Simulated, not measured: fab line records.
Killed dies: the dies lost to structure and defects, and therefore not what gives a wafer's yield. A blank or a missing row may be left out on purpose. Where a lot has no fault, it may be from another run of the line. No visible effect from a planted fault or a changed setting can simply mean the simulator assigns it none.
Chamber matching / flow nand_harc / NHARC_A_CHANNEL_FILL_D2_CMP_10 on cmp-01 has 4 sister chambers
The step polishes, target thk 150 nm. 27 wafers are shown with their chamber, then 12 later ones without.

## EACH WAFER AND ITS CHAMBER
wafer=L075.1; chamber=1; motor_current_A (A)=11.6; time_to_endpoint_s (s)=14.2; retaining_ring_pressure_frac=1.006
wafer=L075.2; chamber=2; motor_current_A (A)=12.5; time_to_endpoint_s (s)=14.8; retaining_ring_pressure_frac=0.989
wafer=L075.3; chamber=0; motor_current_A (A)=12.8; time_to_endpoint_s (s)=14.5; retaining_ring_pressure_frac=1.009
wafer=L077.3; chamber=3; motor_current_A (A)=14.1; time_to_endpoint_s (s)=14.6; retaining_ring_pressure_frac=0.999
wafer=L077.5; chamber=2; motor_current_A (A)=12.7; time_to_endpoint_s (s)=14.2; retaining_ring_pressure_frac=1.009
wafer=L077.6; chamber=3; motor_current_A (A)=13.1; time_to_endpoint_s (s)=12.7; retaining_ring_pressure_frac=0.999
wafer=L078.1; chamber=1; motor_current_A (A)=12.1; time_to_endpoint_s (s)=14.2; retaining_ring_pressure_frac=1.003
wafer=L078.2; chamber=0; motor_current_A (A)=15.0; time_to_endpoint_s (s)=13.0; retaining_ring_pressure_frac=1.016
wafer=L078.5; chamber=0; motor_current_A (A)=13.8; time_to_endpoint_s (s)=12.4; retaining_ring_pressure_frac=1.007
wafer=L080.3; chamber=2; motor_current_A (A)=12.4; time_to_endpoint_s (s)=11.0; retaining_ring_pressure_frac=0.998
wafer=L080.5; chamber=3; motor_current_A (A)=12.7; time_to_endpoint_s (s)=15.7; retaining_ring_pressure_frac=1.002
wafer=L080.6; chamber=0; motor_current_A (A)=13.8; time_to_endpoint_s (s)=14.6; retaining_ring_pressure_frac=1.002
wafer=L081.1; chamber=1; motor_current_A (A)=11.0; time_to_endpoint_s (s)=12.8; retaining_ring_pressure_frac=1.001
wafer=L081.4; chamber=2; motor_current_A (A)=12.5; time_to_endpoint_s (s)=15.3; retaining_ring_pressure_frac=1.005
wafer=L081.6; chamber=1; motor_current_A (A)=11.3; time_to_endpoint_s (s)=13.2; retaining_ring_pressure_frac=1.005
wafer=L083.1; chamber=1; motor_current_A (A)=11.4; time_to_endpoint_s (s)=15.3; retaining_ring_pressure_frac=1.005
wafer=L083.2; chamber=2; motor_current_A (A)=12.7; time_to_endpoint_s (s)=14.6; retaining_ring_pressure_frac=1.002
wafer=L083.6; chamber=0; motor_current_A (A)=13.6; time_to_endpoint_s (s)=17.4; retaining_ring_pressure_frac=0.998
wafer=L084.1; chamber=3; motor_current_A (A)=13.0; time_to_endpoint_s (s)=16.0; retaining_ring_pressure_frac=1.005
wafer=L084.2; chamber=1; motor_current_A (A)=11.0; time_to_endpoint_s (s)=14.5; retaining_ring_pressure_frac=1.000
wafer=L084.4; chamber=2; motor_current_A (A)=12.8; time_to_endpoint_s (s)=14.8; retaining_ring_pressure_frac=1.003
wafer=L085.2; chamber=3; motor_current_A (A)=12.8; time_to_endpoint_s (s)=16.3; retaining_ring_pressure_frac=1.000
wafer=L085.4; chamber=1; motor_current_A (A)=10.9; time_to_endpoint_s (s)=16.5; retaining_ring_pressure_frac=1.001
wafer=L085.6; chamber=0; motor_current_A (A)=13.4; time_to_endpoint_s (s)=16.9; retaining_ring_pressure_frac=0.994
wafer=L088.3; chamber=0; motor_current_A (A)=14.0; time_to_endpoint_s (s)=19.0; retaining_ring_pressure_frac=0.995
wafer=L088.4; chamber=1; motor_current_A (A)=11.1; time_to_endpoint_s (s)=20.1; retaining_ring_pressure_frac=0.992
wafer=L088.5; chamber=3; motor_current_A (A)=13.1; time_to_endpoint_s (s)=20.3; retaining_ring_pressure_frac=0.991

SIGNATURES (means of the wafers above)
reading=motor_current_A; chamber 0=13.771; chamber 1=11.300; chamber 2=12.600; chamber 3=13.133; scatter within a chamber=0.474
reading=time_to_endpoint_s; chamber 0=15.400; chamber 1=15.100; chamber 2=14.117; chamber 3=15.933; scatter within a chamber=2.26
reading=retaining_ring_pressure_frac; chamber 0=1.00300; chamber 1=1.00162; chamber 2=1.00100; chamber 3=0.99933; scatter within a chamber=0.00618
Rule: a wafer lies at a distance from a chamber equal to the root of the sum of squares, over the readings, of (its reading less the chamber's mean, divided by the reading's scatter). If the next closest chamber is less than 2 further off than the closest, the wafer can't be placed; otherwise it belongs to the closest. The scatter: the root of (the sum of the squares of (reading less its chamber's mean) over the shown wafers, divided by (wafers less chambers)).

## WAFERS WHOSE CHAMBER IS MISSING
wafer=L091.1; motor_current_A (A)=13.3; time_to_endpoint_s (s)=17.1; retaining_ring_pressure_frac=1.000
wafer=L091.5; motor_current_A (A)=13.2; time_to_endpoint_s (s)=19.0; retaining_ring_pressure_frac=1.002
wafer=L091.6; motor_current_A (A)=13.5; time_to_endpoint_s (s)=20.6; retaining_ring_pressure_frac=0.987
wafer=L092.1; motor_current_A (A)=12.7; time_to_endpoint_s (s)=15.9; retaining_ring_pressure_frac=1.001
wafer=L092.2; motor_current_A (A)=11.2; time_to_endpoint_s (s)=14.4; retaining_ring_pressure_frac=0.998
wafer=L092.5; motor_current_A (A)=14.1; time_to_endpoint_s (s)=15.4; retaining_ring_pressure_frac=0.993
wafer=L094.1; motor_current_A (A)=12.1; time_to_endpoint_s (s)=17.3; retaining_ring_pressure_frac=1.005
wafer=L094.2; motor_current_A (A)=14.0; time_to_endpoint_s (s)=15.1; retaining_ring_pressure_frac=0.997
wafer=L094.6; motor_current_A (A)=11.4; time_to_endpoint_s (s)=13.4; retaining_ring_pressure_frac=0.999
wafer=L097.1; motor_current_A (A)=14.0; time_to_endpoint_s (s)=15.2; retaining_ring_pressure_frac=0.996
wafer=L097.3; motor_current_A (A)=12.9; time_to_endpoint_s (s)=17.9; retaining_ring_pressure_frac=0.999
wafer=L097.6; motor_current_A (A)=12.6; time_to_endpoint_s (s)=17.9; retaining_ring_pressure_frac=0.998

## CHAMBER TAKEN BY EACH
wafer=L091.1; from the rows above=can't be placed: 3 or 0 or 2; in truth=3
wafer=L091.5; from the rows above=can't be placed: 3 or 0 or 2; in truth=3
wafer=L091.6; from the rows above=can't be placed: 3 or 0 or 2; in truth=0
wafer=L092.1; from the rows above=can't be placed: 2 or 3 or 0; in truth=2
wafer=L092.2; from the rows above=1; in truth=1
wafer=L092.5; from the rows above=can't be placed: 0 or 3 or 2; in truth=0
wafer=L094.1; from the rows above=can't be placed: 2 or 1 or 3 or 0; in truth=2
wafer=L094.2; from the rows above=can't be placed: 0 or 3 or 2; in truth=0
wafer=L094.6; from the rows above=can't be placed: 1 or 2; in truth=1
wafer=L097.1; from the rows above=can't be placed: 0 or 3 or 2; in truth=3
wafer=L097.3; from the rows above=can't be placed: 3 or 2 or 0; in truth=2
wafer=L097.6; from the rows above=can't be placed: 3 or 2 or 0 or 1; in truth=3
Correctly placed: 1 of 12. Not placeable from these rows: 11 (in 11, the candidates include the true chamber). Number placed wrongly: 0.
